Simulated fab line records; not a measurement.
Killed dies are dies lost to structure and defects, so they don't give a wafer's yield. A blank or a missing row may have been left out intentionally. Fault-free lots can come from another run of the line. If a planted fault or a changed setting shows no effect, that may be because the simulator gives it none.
fab line records	flow nand_harc
record lots=12	wafers=36	last_day=24
route steps=1159 shown A_STAIRCASE@675 END@1159
lots that met no fault: taken from a fault-free run of the same line
start_h: start of the lot's first displayed wafer, in hours after the record's first day	wait_h: hours since the lot's step before	" as in the row above	L1.1+2: several wafers, shown together as one row	- either no value or no given start	* or withheld: withheld	< > ~ a bound
route shown NAME@n: NAME is a module with steps in the file, n the number in the route of the first one	usual: the fault-free wafers' mean and standard deviation	same: alike in all rows	chamber/n: place in a boat	sites: readings site by site	_std_site: standard deviation of those values	_edge_site: inner sites' mean taken away from outer sites' mean	radius_mm: for every site, how far away it sits from the centre of the wafer	mask NAME#n: copy n	behind: the tool/chamber that last shaped the wafer	hold: the reason the lot was held/the length of the hold in hours/how it ended	device: names the non-switching transistor (n, p or np)	end of line: the route-end tests of the same wafers	a step without rows: its recipe alone	killed: dies that structure and defects cost at the first sort, which is not the same as the wafer's yield	map: a wafer's dies, marking killed ones x, the rest . and places with no die _
set.NAME: the setting that was run; set.NAME@STEP: the one run at that earlier step	model.NAME: the simulator's own value behind a step, which no gauge read
the route's steps for a sample of lots (tables are steps, rows are wafers)
services: from which hour (start_h, from the record's first day; less than 0 if before it) a tool's chamber was out of use, for how many hours, and why
## steps
# step NHARC_A_STAIRCASE_HM_DEP_462
# recipe target_thk_a=8000	temp_c=400	material=aC
# usual susceptor_temp_C=400.04/0.21	throttle_valve_pct=35.000/0.0092
lot.wafer	tool	chamber	start_h	wait_h	susceptor_temp_C	throttle_valve_pct
L233.1	acl_dep-01	0	272.84	0.1	400.12	35.003
L233.2	"	0	"	"	400.27	34.982
L233.3	"	0	"	"	399.95	34.998
L232.2	acl_dep-02	0	275.62	0.4	399.89	35.004
L232.3	"	0	"	"	399.98	34.991
L232.6	"	0	"	"	399.86	35.009
L234.1	acl_dep-01	0	276.61	0.8	400.03	34.995
L234.4	"	0	"	"	400.13	34.994
L234.6	"	0	"	"	399.75	34.991
L236.1	acl_dep-02	0	286.75	0.1	-	35.001
L236.4	"	0	"	"	-	35.017
L236.5	"	0	"	"	-	34.993
L238.2	acl_dep-03	0	293.52	0.4	400.47	35.001
L238.5	"	0	"	"	400.37	34.998
L238.6	"	0	"	"	400.37	34.996
L241.2	acl_dep-02	0	318.53	1.9	-	35.010
L241.3	"	0	"	"	-	34.997
L241.6	"	0	"	"	-	34.996
L245.1	acl_dep-02	0	340.65	0.1	399.87	34.996
L245.3	"	0	"	"	399.74	35.005
L245.4	"	0	"	"	399.82	35.017
L246.4	acl_dep-01	0	361.36	2.3	-	34.998
L246.5	"	0	"	"	-	34.988
L246.6	"	0	"	"	-	34.999
L250.1	acl_dep-01	0	373.43	0.1	400.14	35.009
L250.2	"	0	"	"	399.84	34.995
L250.3	"	0	"	"	400.33	34.998
L253.1	acl_dep-02	0	393.56	0.4	-	34.989
L253.4	"	0	"	"	-	35.012
L253.5	"	0	"	"	-	35.004
L251.3	acl_dep-01	0	394.16	1.1	399.97	35.001
L251.4	"	0	"	"	399.93	35.012
L251.6	"	0	"	"	400.09	35.013
L252.1	acl_dep-01	0	396.05	0.3	-	35.003
L252.4	"	0	"	"	-	34.996
L252.6	"	0	"	"	-	35.013
# step NHARC_A_STAIRCASE_DESCUM_312
# recipe time_s=3	o2_flow_sccm=200	ar_flow_sccm=0	bias_power_w=0	chemistry=O2
# usual drypump_motor_current_A=5.6/0.4	o2_flow_sccm=200.0/0.64	oes_product_au=1.000/0.014	rf_vpp_V=57.8/0.92	showerhead_plenum_p_Torr=1.90/0.068	throttle_valve_pct=11.312/0.0087
lot.wafer	tool	chamber	start_h	wait_h	drypump_motor_current_A	o2_flow_sccm	oes_product_au	rf_hours_counter_h	rf_vpp_V	showerhead_plenum_p_Torr	throttle_valve_pct
L233.3	rie_diel-03	0	275.64	-	5.1	200.0	1.011	19	57.7	1.90	11.307
L233.2	"	1	"	"	4.9	199.4	0.989	19	58.2	1.95	11.307
L233.1	"	3	"	"	6.1	199.3	1.009	22	57.9	1.89	11.324
L232.3	rie_diel-12	3	278.27	-	5.3	200.4	1.005	22	59.8	1.95	11.310
L232.2	"	1	"	"	5.9	199.5	0.998	25	56.8	1.84	11.323
L232.6	"	3	"	"	5.3	199.9	1.010	-	58.3	1.95	11.313
L234.1	rie_diel-02	2	279.49	-	5.3	200.6	1.000	47	58.2	1.85	11.313
L234.4	"	3	"	"	5.2	199.6	1.006	46	57.1	1.88	11.322
L234.6	"	1	"	"	6.0	199.7	1.003	-	56.3	1.78	11.306
L236.1	rie_diel-03	3	289.52	-	6.0	199.2	1.012	27	58.1	1.89	11.315
L236.4	"	1	"	"	4.9	200.7	0.992	24	57.1	1.95	11.317
L236.5	"	2	"	"	5.2	200.4	1.010	-	58.8	1.97	11.315
L238.2	rie_diel-03	0	296.40	-	5.1	200.7	1.018	27	57.3	1.90	11.315
L238.5	"	3	"	"	6.0	200.3	1.009	-	56.9	1.89	11.309
L238.6	"	0	"	"	5.1	200.6	1.001	-	57.6	1.90	11.322
L241.2	rie_diel-03	3	321.08	-	6.1	200.4	1.023	39	56.9	1.89	11.304
L241.3	"	0	"	"	5.1	200.2	0.996	36	56.2	1.90	11.310
L241.6	"	0	"	"	5.1	200.0	1.004	-	56.3	1.90	11.323
L245.1	rie_diel-02	3	343.39	-	5.2	200.1	1.028	1	58.5	1.88	11.314
L245.4	"	0	"	"	5.8	199.3	1.010	1	58.0	1.83	11.308
L245.3	"	2	"	"	5.3	200.5	0.986	1	57.6	1.84	11.313
L246.4	rie_diel-02	1	363.37	-	6.0	200.2	0.988	9	56.9	1.78	11.302
L246.5	"	0	"	"	5.9	200.5	1.013	-	58.0	1.83	11.300
L246.6	"	1	"	"	5.9	199.6	0.987	-	57.4	1.78	11.311
L250.3	rie_diel-12	1	376.39	-	5.9	200.3	0.997	60	58.0	1.83	11.316
L250.2	"	2	"	"	6.1	199.9	0.976	58	56.9	2.00	11.317
L250.1	"	3	"	"	5.3	200.7	1.002	56	58.0	1.94	11.311
L253.4	rie_diel-12	3	396.39	-	5.3	199.0	1.004	4	57.4	1.94	11.306
L253.1	"	0	"	"	5.6	200.5	0.995	5	58.8	1.95	11.308
L253.5	"	3	"	"	5.3	199.0	1.004	-	59.6	1.94	11.306
L251.3	rie_diel-02	0	396.55	-	5.8	200.4	1.018	18	55.6	1.83	11.318
L251.4	"	2	"	"	5.3	199.4	0.994	22	57.5	1.84	11.318
L251.6	"	0	"	"	5.8	199.8	1.008	-	57.5	1.83	11.294
L252.1	rie_diel-12	2	398.72	-	6.1	200.0	0.976	5	57.8	2.00	11.306
L252.4	"	3	"	"	5.3	199.7	0.997	5	58.0	1.94	11.309
L252.6	"	2	"	"	6.1	199.1	0.986	-	57.7	2.00	11.315
# step NHARC_A_STAIRCASE_ALD_420
# recipe target_thk_a=200	pulse_time_s=6	ald_cycles=200	temp_c=300	material=SiO2
# usual heater_power_w=486/73	precursor_pulse_height_rel=1.000/0.02	susceptor_temp_C=300.01/0.18
lot.wafer	tool	chamber	start_h	wait_h	heater_power_w	precursor_pulse_height_rel	susceptor_temp_C
L233.1	ald_hk-04	1	285.74	-	405	1.017	300.36
L233.2	"	3	"	"	551	0.966	299.77
L233.3	"	0	"	"	448	1.024	300.42
L232.3	ald_hk-03	2	286.89	-	430	0.995	300.33
L232.2	"	0	"	"	427	0.974	299.94
L232.6	"	2	"	"	428	0.988	300.06
L234.1	ald_hk-04	1	286.90	-	396	1.027	300.20
L234.4	"	3	"	"	567	0.998	300.28
L234.6	"	1	"	"	404	1.025	300.00
L236.4	ald_hk-04	3	299.96	-	556	0.999	300.20
L236.1	"	0	"	"	446	0.995	300.17
L236.5	"	1	"	"	405	1.020	300.02
L238.2	ald_hk-04	2	304.93	-	390	1.020	299.90
L238.6	"	3	"	"	561	1.030	300.04
L238.5	"	0	"	"	445	0.969	300.39
L241.2	ald_hk-04	2	332.12	-	392	0.976	299.89
L241.3	"	3	"	"	566	1.003	299.92
L241.6	"	0	"	"	438	0.995	299.95
L245.3	ald_hk-04	1	351.48	-	401	0.994	300.02
L245.1	"	2	"	"	394	0.989	299.92
L245.4	"	0	"	"	448	1.028	299.70
L246.4	ald_hk-03	1	371.80	-	503	0.977	299.79
L246.6	"	2	"	"	450	1.015	300.01
L246.5	"	3	"	"	637	0.963	299.97
L250.3	ald_hk-03	0	382.78	-	440	0.978	300.09
L250.2	"	2	"	"	445	1.010	299.98
L250.1	"	3	"	"	635	1.025	299.79
L252.4	ald_hk-01	0	404.66	-	484	1.022	299.77
L252.1	"	1	"	"	501	1.001	299.71
L252.6	"	0	"	"	482	1.002	300.03
L253.4	ald_hk-04	2	404.92	-	413	0.984	299.72
L253.1	"	3	"	"	574	1.000	300.23
L253.5	"	1	"	"	424	1.004	300.05
L251.3	ald_hk-03	3	405.39	-	648	1.010	299.88
L251.4	"	0	"	"	436	1.014	299.92
L251.6	"	3	"	"	630	0.987	300.05
# step NHARC_A_STAIRCASE_CVD_552
# recipe target_thk_a=400	temp_c=700	pressure_mtorr=300	material=SiNx
# usual spike_tc_top_C=717.0/2.4	susceptor_temp_C=700.0/0.31	zone_power_lower_pct=11.4/0.93
lot.wafer	tool	chamber	start_h	wait_h	spike_tc_top_C	susceptor_temp_C	zone_power_lower_pct
L232.2	lpcvd-01	1	290.46	-	720.7	700.3	9.8
L232.3	"	1	"	"	719.7	700.1	9.8
L232.6	"	1	"	"	719.0	700.5	9.6
L233.1	lpcvd-01	0	290.46	-	719.3	699.4	10.5
L233.2	"	0	"	"	718.3	700.2	10.6
L233.3	"	0	"	"	718.1	700.3	10.7
L234.1	lpcvd-01	0	290.46	-	721.0	700.3	10.3
L234.4	"	0	"	"	717.8	700.1	10.4
L234.6	"	0	"	"	718.0	700.0	10.7
L236.1	lpcvd-02	1	303.71	-	714.9	700.4	12.0
L236.4	"	1	"	"	717.1	700.7	12.2
L236.5	"	1	"	"	715.4	700.8	12.0
L238.2	lpcvd-01	1	309.16	-	719.1	700.1	9.8
L238.5	"	1	"	"	720.7	700.2	9.7
L238.6	"	1	"	"	718.7	699.9	9.8
L241.2	lpcvd-02	0	335.74	-	717.3	699.8	11.8
L241.3	"	0	"	"	715.7	699.7	12.2
L241.6	"	0	"	"	713.5	700.2	11.9
L245.1	lpcvd-02	1	356.16	-	717.4	699.2	12.3
L245.3	"	1	"	"	715.7	699.5	12.1
L245.4	"	1	"	"	716.5	699.9	12.4
L245.1	lpcvd-02	1	361.63	0.7	716.3	700.5	12.2
L245.3	"	1	"	"	718.0	700.0	12.2
L245.4	"	1	"	"	716.1	700.2	12.2
L246.4	lpcvd-02	0	376.01	-	715.1	700.1	12.0
L246.5	"	0	"	"	715.5	699.8	12.1
L246.6	"	0	"	"	715.2	699.8	12.0
L246.4	lpcvd-02	0	379.83	0.7	714.1	700.1	12.2
L246.5	"	0	"	"	715.1	699.3	11.9
L246.6	"	0	"	"	715.7	699.8	12.2
L250.1	lpcvd-02	1	387.48	-	715.5	699.7	12.3
L250.2	"	1	"	"	718.4	699.7	12.0
L250.3	"	1	"	"	714.7	700.3	12.2
L250.1	lpcvd-01	1	394.10	1.8	720.7	700.0	9.8
L250.2	"	1	"	"	720.0	699.9	9.7
L250.3	"	1	"	"	720.0	700.1	9.7
L251.3	lpcvd-01	0	409.18	-	720.2	700.1	10.4
L251.4	"	0	"	"	721.2	700.1	10.6
L251.6	"	0	"	"	718.8	700.0	10.5
L252.1	lpcvd-01	1	409.18	-	719.5	700.7	9.6
L252.4	"	1	"	"	718.2	700.0	9.7
L252.6	"	1	"	"	722.7	700.7	9.6
L253.1	lpcvd-01	0	409.18	-	720.2	700.2	10.5
L253.4	"	0	"	"	719.2	700.1	10.4
L253.5	"	0	"	"	717.0	700.3	10.6
# step NHARC_END_SORT_01
# recipe temp_c=25
# usual killed_at_array=28/11	killed_at_other=0.5/0.87	killed_at_periphery=2.9/2.2	killed_dies=32/11	killed_open=3.2/1.9	killed_short=1.8/1.4
# same gross_dies=677
lot.wafer	tool	chamber	start_h	wait_h	killed_at_array	killed_at_other	killed_at_periphery	killed_dies	killed_open	killed_short
L233.1	prober-01	0	456.29	2.5	22	0	3	25	4	0
L233.2	prober-01	0	457.08	2.8	25	0	2	27	4	1
L233.3	prober-01	0	457.87	3.1	19	0	3	22	3	0
L245.1	prober-01	0	516.31	2.6	674	1	2	677	5	1
L245.3	prober-01	0	517.92	3.1	672	2	3	677	2	2
L245.4	prober-01	0	518.72	3.4	674	0	3	677	4	3
L246.4	prober-02	0	545.45	3.5	673	1	3	677	2	5
L246.5	prober-02	0	546.26	3.8	667	2	8	677	4	2
L246.6	prober-02	0	547.08	4.1	672	1	4	677	3	0
L250.1	prober-02	0	550.92	2.5	675	0	2	677	1	1
L250.2	prober-02	0	551.72	2.8	670	0	7	677	0	2
L250.3	prober-02	0	552.52	3.1	664	0	13	677	4	1
L252.1	prober-02	0	569.56	2.5	28	0	0	28	0	0
L252.4	prober-02	0	571.99	3.4	53	1	3	57	4	2
L252.6	prober-02	0	573.61	4.0	36	0	0	36	3	1
L251.3	prober-01	0	571.12	3.1	23	0	4	27	8	0
L251.4	prober-01	0	571.91	3.4	18	1	2	21	4	0
L251.6	prober-01	0	573.49	3.9	24	2	3	29	5	0
# killed by level:class
L233.1 A_CHANNEL_HOLE_D1:chamber_film_flake=17 P_GATE:geometric_particle:open=1 A_SOURCE_PLATE:geometric_particle:open=1 A_WL_FILL:geometric_particle:open=1 A_CONTACT:geometric_particle:open=1 P_ZERO_WELL:chamber_film_flake=1 P_M2:chamber_film_flake=1 A_STAIRCASE:chamber_film_flake=1
L233.2 A_CHANNEL_HOLE_D1:chamber_film_flake=19 A_STAIRCASE:chamber_film_flake=2 P_M0:geometric_particle:open=1 P_M0:geometric_particle:short=1 A_ONON_D1:geometric_particle:open=1 A_M0:geometric_particle:open=1 A_M1:geometric_particle:open=1 A_ZERO_WELL:chamber_film_flake=1
L233.3 A_CHANNEL_HOLE_D1:chamber_film_flake=15 P_GATE:geometric_particle:open=1 P_CONTACT:geometric_particle:open=1 A_CONTACT:geometric_particle:open=1 P_M2:chamber_film_flake=1 A_CHANNEL_FILL_D1:chamber_film_flake=1 A_WL_FILL:chamber_film_flake=1 A_CONTACT:chamber_film_flake=1
L245.1 A_STAIRCASE:area_cvd=620 A_CHANNEL_HOLE_D1:chamber_film_flake=23 A_SLIT:chamber_film_flake=14 A_STAIRCASE:chamber_film_flake=9 A_ONON_D1:geometric_particle:open=2 A_STAIRCASE:geometric_particle:open=1 A_WL_FILL:geometric_particle:open=1 A_BLC:geometric_particle:open=1
L245.3 A_STAIRCASE:area_cvd=620 A_CHANNEL_HOLE_D1:chamber_film_flake=22 A_SLIT:chamber_film_flake=21 A_STAIRCASE:chamber_film_flake=5 P_STI:chamber_film_flake=2 A_ONON_D1:geometric_particle:short=1 A_CHANNEL_FILL_D1:geometric_particle:short=1 A_CONTACT:geometric_particle:open=1
L245.4 A_STAIRCASE:area_cvd=620 A_CHANNEL_HOLE_D1:chamber_film_flake=18 A_SLIT:chamber_film_flake=14 A_STAIRCASE:chamber_film_flake=12 A_M0:chamber_film_flake=3 A_ONON_D1:geometric_particle:open=2 P_GATE:geometric_particle:open=1 A_ONON_D1:geometric_particle:short=1
L246.4 A_STAIRCASE:area_cvd=632 A_CHANNEL_HOLE_D1:chamber_film_flake=17 A_SLIT:chamber_film_flake=11 A_STAIRCASE:chamber_film_flake=6 P_GATE:chamber_film_flake=3 A_WL_FILL:geometric_particle:short=2 A_CHANNEL_FILL_D1:geometric_particle:short=1 A_BLC:geometric_particle:open=1
L246.5 A_STAIRCASE:area_cvd=628 A_SLIT:chamber_film_flake=14 A_CHANNEL_HOLE_D1:chamber_film_flake=11 A_STAIRCASE:chamber_film_flake=7 P_GATE:chamber_film_flake=4 P_STI:chamber_film_flake=3 A_CONTACT:chamber_film_flake=3 P_CONTACT:geometric_particle:open=1
L246.6 A_STAIRCASE:area_cvd=636 A_CHANNEL_HOLE_D1:chamber_film_flake=16 A_SLIT:chamber_film_flake=14 A_STAIRCASE:chamber_film_flake=4 P_GATE:chamber_film_flake=2 P_GATE:geometric_particle:open=1 P_M2:geometric_particle:open=1 A_BLC:geometric_particle:open=1
L250.1 A_STAIRCASE:area_cvd=646 A_CHANNEL_HOLE_D1:chamber_film_flake=8 A_CONTACT:chamber_film_flake=8 A_WL_FILL:chamber_film_flake=4 A_CHANNEL_FILL_D1:chamber_film_flake=2 A_STAIRCASE:chamber_film_flake=2 A_SGD_CUT:chamber_film_flake=2 A_CHANNEL_FILL_D1:geometric_particle:open=1
L250.2 A_STAIRCASE:area_cvd=652 A_CHANNEL_HOLE_D1:chamber_film_flake=6 A_CONTACT:chamber_film_flake=5 P_GATE:chamber_film_flake=3 A_STAIRCASE:chamber_film_flake=3 P_STI:chamber_film_flake=2 P_GATE:geometric_particle:short=1 A_WL_FILL:geometric_particle:short=1
L250.3 A_STAIRCASE:area_cvd=645 A_CHANNEL_HOLE_D1:chamber_film_flake=7 P_ZERO_WELL:chamber_film_flake=5 P_STI:chamber_film_flake=3 A_STAIRCASE:chamber_film_flake=3 A_WL_FILL:chamber_film_flake=3 A_CONTACT:chamber_film_flake=3 P_M0:geometric_particle:open=2
L252.1 A_SLIT:chamber_film_flake=15 A_CHANNEL_HOLE_D1:chamber_film_flake=5 A_CONTACT:chamber_film_flake=3 A_BONDPAD:chamber_film_flake=3 A_STAIRCASE:chamber_film_flake=2
L251.3 A_CHANNEL_HOLE_D1:chamber_film_flake=8 A_CONTACT:chamber_film_flake=4 A_CONTACT:geometric_particle:open=3 P_M0:geometric_particle:open=2 A_STAIRCASE:chamber_film_flake=2 A_CHANNEL_FILL_D1:geometric_particle:open=1 A_WL_FILL:geometric_particle:open=1 A_M0:geometric_particle:open=1
L251.4 A_CHANNEL_HOLE_D1:chamber_film_flake=9 A_CONTACT:chamber_film_flake=4 A_STAIRCASE:chamber_film_flake=2 P_GATE:geometric_particle:open=1 A_CHANNEL_FILL_D1:geometric_particle:open=1 A_SGD_CUT:geometric_particle:open=1 A_M0:geometric_particle:open=1 P_GATE:chamber_film_flake=1
L252.4 A_SLIT:chamber_film_flake=24 A_CHANNEL_HOLE_D1:chamber_film_flake=9 A_BONDPAD:chamber_film_flake=6 A_STAIRCASE:chamber_film_flake=3 A_CONTACT:chamber_film_flake=3 A_BLC:geometric_particle:open=2 A_M0:geometric_particle:short=2 A_WL_FILL:geometric_particle:open=1
L251.6 A_CONTACT:chamber_film_flake=11 A_STAIRCASE:chamber_film_flake=4 A_CHANNEL_HOLE_D1:chamber_film_flake=3 A_CONTACT:geometric_particle:open=2 A_WL_FILL:chamber_film_flake=2 P_CONTACT:geometric_particle:open=1 A_M0:geometric_particle:open=1 THIN_TSV:geometric_particle:open=1
L252.6 A_SLIT:chamber_film_flake=19 A_CHANNEL_HOLE_D1:chamber_film_flake=6 A_STAIRCASE:chamber_film_flake=2 A_CONTACT:chamber_film_flake=2 A_BONDPAD:chamber_film_flake=2 A_ONON_D1:geometric_particle:open=1 A_CONTACT:geometric_particle:open=1 A_BLC:geometric_particle:open=1
## services
tool	chamber	start_h	hours	kind
rie_diel-03	0	248.88	-	clean
rie_diel-02	3	287.61	5.5	repair
acl_dep-01	-	292.38	13.0	pm
lpcvd-01	-	314.00	26.0	pm
rie_diel-12	3	319.36	2.0	repair
rie_diel-02	-	327.86	9.0	pm
rie_diel-03	1	332.84	6.5	repair
rie_diel-12	1	337.97	1.2	repair
acl_dep-02	-	349.46	13.0	pm
acl_dep-03	-	355.79	4.2	repair
ald_hk-04	-	365.58	10.0	pm
ald_hk-04	0	365.58	10.0	vent_cycle
ald_hk-04	1	365.58	10.0	vent_cycle
ald_hk-04	2	365.58	10.0	vent_cycle
ald_hk-04	3	365.58	10.0	vent_cycle
ald_hk-04	0	375.58	-	clean
ald_hk-04	1	375.58	-	clean
ald_hk-04	2	375.58	-	clean
ald_hk-04	3	375.58	-	clean
rie_diel-12	-	379.86	9.0	pm
rie_diel-02	0	383.46	2.1	repair
rie_diel-02	-	388.79	0.9	repair
rie_diel-03	-	392.39	9.0	pm
acl_dep-03	-	406.13	13.0	pm
## key
first_sign step=NHARC_A_STAIRCASE_CVD_552	reading=visit	direction=added
effect step=NHARC_END_SORT_01	reading=killed_dies	direction=up	sigmas=59	usual=32	struck=677
more_kills_born_at NHARC_A_STAIRCASE_CVD_552@lpcvd-02=3756	NHARC_A_STAIRCASE_CVD_552@lpcvd-01=1943
met_at NHARC_A_STAIRCASE_CVD_552
struck_lots L245,L246,L250
later_rows_left_out L245.1,L245.3,L245.4,L246.4,L246.5,L246.6,L250.1,L250.2,L250.3
tester_left_out L245,L246,L250
not_acting_at NHARC_A_STAIRCASE_HM_DEP_462,NHARC_A_STAIRCASE_DESCUM_312,NHARC_A_STAIRCASE_ALD_420
fault kind=repeated_step_whole	tool=lpcvd-01,lpcvd-02	chamber=-	onset_h=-	steps=NHARC_A_STAIRCASE_CVD_552	times=1	scope=struck_lots_only
# tester_left_out: of these lots the tester's yield and bins aren't shown, on N5 and GAA mostly nor the transistor test; their killed dies are dies lost to structure and defects alone, not to doping, threshold or leakage, so they don't give the yield
# later_rows_left_out: the simulator's readings of these wafers behind a module that went badly wrong aren't trusted and aren't shown, but for the sort
